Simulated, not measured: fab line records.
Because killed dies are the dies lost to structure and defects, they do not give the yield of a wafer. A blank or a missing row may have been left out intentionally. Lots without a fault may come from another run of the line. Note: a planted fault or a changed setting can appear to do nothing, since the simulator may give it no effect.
The tool behind it: which one? :: flow nandHarc :: 6 lots, 17 wafers sampled, at 5 steps of a route of 1159

## WHAT EACH GAUGE READ, for each wafer
NHARC_END_SORT_01.
lot :: measured :: on :: killedAtArray

## TOOL THAT RAN EACH LOT (tool first, then ch and the chambers of the sampled wafers, then the start)
lot: L388
NHARC_A_CHANNEL_HOLE_D1_ETCH_25: harEtch-01 ch 0,1, day 9 01:06
NHARC_A_CHANNEL_HOLE_D1_ETCH_26: harEtch-01 ch 0,1, day 9 01:45
NHARC_A_CHANNEL_HOLE_D1_STRIP_27: rieDiel-05 ch 2,3, day 9 14:30 or earlier
NHARC_A_CHANNEL_FILL_D1_ALD_14: aldHk-04 ch 1,2, day 9 14:30

lot: L394
NHARC_A_CHANNEL_HOLE_D1_ETCH_25: harEtch-01 ch 0,1, day 10 01:08
NHARC_A_CHANNEL_HOLE_D1_ETCH_26: harEtch-01 ch 0,1, day 10 02:02
NHARC_A_CHANNEL_HOLE_D1_STRIP_27: rieDiel-09 ch 0,3, day 10 11:13 or earlier
NHARC_A_CHANNEL_FILL_D1_ALD_14: aldHk-04 ch 0,3, day 10 11:13

lot: L395
NHARC_A_CHANNEL_HOLE_D1_ETCH_25: harEtch-01 ch 0,1, day 10 15:33
NHARC_A_CHANNEL_HOLE_D1_ETCH_26: harEtch-01 ch 0,1, day 10 16:19
NHARC_A_CHANNEL_HOLE_D1_STRIP_27: rieDiel-05 ch 0,1, day 11 02:05 or earlier
NHARC_A_CHANNEL_FILL_D1_ALD_14: aldHk-01 ch 0,2, day 11 02:05

lot: L399
NHARC_A_CHANNEL_HOLE_D1_ETCH_25: harEtch-02 ch 0,1, day 11 15:26
NHARC_A_CHANNEL_HOLE_D1_ETCH_26: harEtch-02 ch 0,1, day 11 16:18
NHARC_A_CHANNEL_HOLE_D1_STRIP_27: rieDiel-13 ch 0,3, day 12 01:51 or earlier
NHARC_A_CHANNEL_FILL_D1_ALD_14: aldHk-03 ch 0,2, day 12 01:51

lot: L401
NHARC_A_CHANNEL_HOLE_D1_ETCH_25: harEtch-02 ch 1, day 12 08:37
NHARC_A_CHANNEL_HOLE_D1_ETCH_26: harEtch-02 ch 1, day 12 09:22
NHARC_A_CHANNEL_HOLE_D1_STRIP_27: rieDiel-13 ch 1,3, day 12 17:52 or earlier
NHARC_A_CHANNEL_FILL_D1_ALD_14: aldHk-01 ch 0,3, day 12 17:52

lot: L408
NHARC_A_CHANNEL_HOLE_D1_ETCH_25: harEtch-02 ch 0,1, day 13 13:38
NHARC_A_CHANNEL_HOLE_D1_ETCH_26: harEtch-02 ch 0,1, day 13 14:17
NHARC_A_CHANNEL_HOLE_D1_STRIP_27: rieDiel-13 ch 2,3, day 13 22:38 or earlier
NHARC_A_CHANNEL_FILL_D1_ALD_14: aldHk-03 ch 0,1,2, day 13 22:38
- NHARC_A_CHANNEL_HOLE_D1_ETCH_25: etches the open film in C4F8/O2/Ar, time 1040.2 s, target depth 1500 nm.
- NHARC_A_CHANNEL_HOLE_D1_ETCH_26: etches the open film in C4F8/O2/Ar, time 224.1 s, target depth 300 nm.
- NHARC_A_CHANNEL_HOLE_D1_STRIP_27: strips in O2.
- NHARC_A_CHANNEL_FILL_D1_ALD_14: deposits SiO2, target thk 2.5 nm, pulse time 10 s, ald cycles 25.

## THE ANSWER, worked out from the rows above alone
Rule: what is usual is taken from the lots themselves. The widest of any qualifying gaps counts: lots, ordered by their means at a reading, are off when they make up no more than a third of the lots, leave a main group of 4 or more, and stand apart from it by 3 or more times the standard deviation of that group's means. A main group is skipped when, at the precision printed for the reading in the tables above, its means are all equal. A lot without any number at a reading at which 4 lots or more have one is off too. All remaining lots with rows at the step are treated as sound.
None of the lots is off at any reading shown; this tells nothing.

## WHAT WAS PUT IN BY THE SIMULATOR
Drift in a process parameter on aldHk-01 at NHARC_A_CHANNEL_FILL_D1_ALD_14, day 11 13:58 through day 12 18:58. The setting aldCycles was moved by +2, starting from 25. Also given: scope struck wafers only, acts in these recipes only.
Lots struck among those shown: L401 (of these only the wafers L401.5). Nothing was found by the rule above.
